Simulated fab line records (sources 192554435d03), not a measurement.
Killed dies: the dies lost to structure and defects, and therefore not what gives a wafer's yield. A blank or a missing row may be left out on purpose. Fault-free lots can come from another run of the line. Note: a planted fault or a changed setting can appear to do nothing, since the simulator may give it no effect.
Which of the tools did it? | flow n5Finfet | 69 wafers from 23 lots sampled at 3 of the route's 1938 steps

== WHAT THE GAUGES SHOWED, per wafer ==
N5_BEOL_M11_CD_MEAS_28: the cd target is 70 nm.
lot  | measured     | on       | cdNm (nm)
L074 | day 11 05:44 | cdSem-01 | 73.3 70.0 69.2
L075 | day 11 09:49 | cdSem-02 | 70.3 70.6 73.0
L076 | day 11 19:19 | cdSem-02 | 72.8 69.8 68.9
L077 | day 11 20:14 | cdSem-01 | 71.4 70.5 71.0
L078 | day 12 07:37 | cdSem-03 | 70.5 72.3 71.6
L079 | day 12 07:35 | cdSem-02 | 74.0 72.2 71.7
L080 | day 12 07:40 | cdSem-03 | 73.3 72.0 69.6
L081 | day 13 00:12 | cdSem-02 | 69.2 69.1 67.9
L082 | day 13 04:16 | cdSem-02 | 68.5 69.0 69.5
L084 | day 13 13:00 | cdSem-02 | 68.9 68.6 67.6
L083 | day 13 12:50 | cdSem-02 | 71.6 69.9 70.9
L087 | day 14 12:04 | cdSem-02 | 70.4 68.3 68.7
L088 | day 14 12:17 | cdSem-03 | 72.5 72.3 72.0
L086 | day 14 12:28 | cdSem-03 | 71.0 72.1 71.1
L089 | day 14 13:34 | cdSem-03 | 69.3 68.6 68.9
L091 | day 14 22:56 | cdSem-01 | 70.5 71.9 69.2
L090 | day 15 02:54 | cdSem-01 | 68.7 70.0 70.0
L092 | day 15 11:30 | cdSem-02 | 68.5 69.9 70.3
L093 | day 15 17:22 | cdSem-01 | 67.6 69.4 67.1
L094 | day 16 00:45 | cdSem-03 | 70.0 68.6 71.2
L095 | day 16 10:54 | cdSem-03 | 71.4 68.9 70.2
L097 | day 17 05:19 | cdSem-03 | 68.9 69.2 70.3
L096 | day 17 08:26 | cdSem-03 | 72.2 69.7 71.3

== EACH LOT AND THE TOOL THAT RAN IT (in order: tool; ch and the chambers of the sampled wafers; start) ==
lot  | N5_BEOL_M11_ETCH_62               | N5_BEOL_M11_HM_OPEN_17
L074 | rieDiel-02 ch 0,1, day 11 04:46   | rieMetal-03 ch 0,1, day 11 04:58
L075 | rieDiel-02 ch 0,2, day 11 07:35   | rieMetal-01 ch 0,1, day 11 07:49
L076 | rieDiel-02 ch 0,2, day 11 18:30   | rieMetal-02 ch 0,1, day 11 18:41
L077 | rieDiel-04 ch 0,2,3, day 11 18:56 | rieMetal-01 ch 1, day 11 19:07
L078 | rieDiel-04 ch 1,2, day 12 02:23   | rieMetal-02 ch 0,1, day 12 02:34
L079 | rieDiel-02 ch 1,3, day 12 02:37   | rieMetal-02 ch 0,1, day 12 02:50
L080 | rieDiel-02 ch 0,1, day 12 03:26   | rieMetal-02 ch 0,1, day 12 03:41
L081 | rieDiel-04 ch 0,1, day 12 23:05   | rieMetal-03 ch 0,1, day 12 23:21
L082 | rieDiel-06 ch 0,2,3, day 13 01:07 | rieMetal-01 ch 0,1, day 13 01:19
L084 | rieDiel-04 ch 0,1, day 13 08:55   | rieMetal-01 ch 0,1, day 13 09:11
L083 | rieDiel-06 ch 0,3, day 13 09:50   | rieMetal-01 ch 0, day 13 10:01
L087 | rieDiel-06 ch 1,2, day 14 08:46   | rieMetal-03 ch 0, day 14 08:59
L088 | rieDiel-02 ch 0,1,3, day 14 09:11 | rieMetal-01 ch 0, day 14 09:22
L086 | rieDiel-04 ch 2,3, day 14 09:39   | rieMetal-01 ch 0,1, day 14 09:50
L089 | rieDiel-04 ch 0,1,3, day 14 12:31 | rieMetal-01 ch 0,1, day 14 12:42
L091 | rieDiel-06 ch 0,2, day 14 19:26   | rieMetal-03 ch 0,1, day 14 19:38
L090 | rieDiel-02 ch 0,1, day 15 01:11   | rieMetal-03 ch 0,1, day 15 01:23
L092 | rieDiel-04 ch 0,1, day 15 10:31   | rieMetal-03 ch 0,1, day 15 10:43
L093 | rieDiel-04 ch 0,2, day 15 12:59   | rieMetal-03 ch 0,1, day 15 13:12
L094 | rieDiel-04 ch 0,1,2, day 15 23:31 | rieMetal-02 ch 0,1, day 15 23:40
L095 | rieDiel-06 ch 0,1,2, day 16 08:49 | rieMetal-01 ch 0,1, day 16 09:00
L097 | rieDiel-02 ch 1,3, day 17 01:07   | rieMetal-02 ch 0,1, day 17 01:19
L096 | rieDiel-06 ch 0,2,3, day 17 07:04 | rieMetal-03 ch 0,1, day 17 07:15
- N5_BEOL_M11_ETCH_62: etches SOC in N2/H2, target depth 110 nm, overetch 22 nm, time 165 s.
- N5_BEOL_M11_HM_OPEN_17: chemistry Cl2/BCl3, target TiN, target depth 20 nm, overetch 6 nm.

== WHAT THE TOOLS THEMSELVES READ (means of the sampled wafers that have a number; where no wafer has one, the mark that the record gives instead) ==
N5_BEOL_M11_ETCH_62.
lot  | tool       | drypumpMotorCurrentA (A) | n2FlowSccm (sccm) | oesProductAu (a.u.) | rfVppV (V) | showerheadPlenumPTorr (Torr) | throttleValvePct (%)
L074 | rieDiel-02 | 5.9                      | 199.1             | 0.67                | 522.5      | 2.47                         | 17.68
L075 | rieDiel-02 | 5.9                      | 200.0             | 0.60                | 523.6      | 2.51                         | 17.98
L076 | rieDiel-02 | 5.9                      | 200.6             | 0.58                | 522.6      | 2.51                         | 17.87
L077 | rieDiel-04 | 5.7                      | 200.3             | 0.64                | 525.0      | 2.59                         | 18.13
L078 | rieDiel-04 | 6.4                      | 199.8             | 0.62                | 524.8      | 2.58                         | 17.84
L079 | rieDiel-02 | 5.6                      | 200.3             | 0.67                | 521.3      | 2.44                         | 17.70
L080 | rieDiel-02 | 5.9                      | 199.6             | 0.66                | 521.9      | 2.47                         | 17.70
L081 | rieDiel-04 | 6.2                      | 199.7             | 0.68                | 523.6      | 2.52                         | 17.68
L082 | rieDiel-06 | 5.1                      | 200.0             | 0.68                | 523.1      | 2.50                         | 17.99
L084 | rieDiel-04 | 5.9                      | 200.5             | 0.71                | 522.5      | 2.51                         | 17.84
L083 | rieDiel-06 | 5.3                      | 200.2             | 0.63                | 521.4      | 2.43                         | 18.24
L087 | rieDiel-06 | 5.0                      | 200.1             | 0.74                | 526.3      | 2.68                         | 17.64
L088 | rieDiel-02 | 5.6                      | 199.7             | 0.63                | 521.2      | 2.45                         | 17.95
L086 | rieDiel-04 | 5.6                      | 200.3             | 0.65                | 525.5      | 2.63                         | 17.96
L089 | rieDiel-04 | 5.8                      | 199.9             | 0.65                | 522.8      | 2.55                         | 17.85
L091 | rieDiel-06 | 5.2                      | 200.5             | 0.69                | 522.5      | 2.50                         | 17.95
L090 | rieDiel-02 | 6.0                      | 199.8             | 0.63                | 521.7      | 2.47                         | 17.95
L092 | rieDiel-04 | 6.2                      | 199.5             | 0.66                | 523.0      | 2.51                         | 17.73
L093 | rieDiel-04 | 5.9                      | 200.1             | 0.75                | 524.5      | 2.57                         | 18.00
L094 | rieDiel-04 | 6.1                      | 199.9             | 0.71                | 524.1      | 2.54                         | 17.87
L095 | rieDiel-06 | 5.1                      | 200.0             | 0.70                | 525.2      | 2.58                         | 17.83
L097 | rieDiel-02 | 5.6                      | 200.2             | 0.64                | 521.4      | 2.43                         | 17.78
L096 | rieDiel-06 | 5.1                      | 199.4             | 0.65                | 521.7      | 2.48                         | 18.04

N5_BEOL_M11_HM_OPEN_17.
lot  | tool        | drypumpMotorCurrentA (A) | oesProductAu (a.u.) | throttleValvePct (%)
L074 | rieMetal-03 | 5.4                      | 0.56                | 21.79
L075 | rieMetal-01 | 6.1                      | 0.71                | 22.17
L076 | rieMetal-02 | 5.6                      | 0.60                | 22.30
L077 | rieMetal-01 | 5.9                      | 0.67                | 22.22
L078 | rieMetal-02 | 5.6                      | 0.60                | 22.31
L079 | rieMetal-02 | 5.7                      | 0.59                | 22.31
L080 | rieMetal-02 | 5.6                      | 0.60                | 22.30
L081 | rieMetal-03 | 5.1                      | 0.58                | 21.91
L082 | rieMetal-01 | 6.1                      | 0.70                | 22.17
L084 | rieMetal-01 | 6.1                      | 0.69                | 22.17
L083 | rieMetal-01 | 6.4                      | 0.76                | 22.12
L087 | rieMetal-03 | 4.7                      | 0.59                | 22.03
L088 | rieMetal-01 | 6.4                      | 0.75                | 22.10
L086 | rieMetal-01 | 6.1                      | 0.69                | 22.17
L089 | rieMetal-01 | 6.0                      | 0.69                | 22.18
L091 | rieMetal-03 | 5.1                      | 0.67                | 21.82
L090 | rieMetal-03 | 5.5                      | 0.73                | 21.61
L092 | rieMetal-03 | 5.4                      | 0.72                | 21.61
L093 | rieMetal-03 | 5.1                      | 0.65                | 21.82
L094 | rieMetal-02 | 5.5                      | 0.73                | 21.98
L095 | rieMetal-01 | 6.2                      | 0.70                | 22.16
L097 | rieMetal-02 | 5.6                      | 0.74                | 22.08
L096 | rieMetal-03 | 5.5                      | 0.71                | 21.61

== THE ANSWER, worked out from the rows above alone ==
Rule: usual is defined by the lots themselves. The widest of any qualifying gaps counts: lots, ordered by their means at a reading, are off when they make up no more than a third of the lots, leave a main group of 4 or more, and stand apart from it by 3 or more times the standard deviation of that group's means. A main group whose means are all the same, to the digits that the tables above print for the reading, isn't used. Also off: a lot with no number at a reading for which 4 or more lots have one. Any other lot the step has rows for is counted as sound. First the gauges in route order, then the tools' own readings, where a lot's mean is used as printed above. At the first step where some lot is off, the reading lying furthest off is the one used; lots without a number count as furthest.
None of the lots is off at any reading shown; this tells nothing.

== WHAT WAS PUT IN BY THE SIMULATOR ==
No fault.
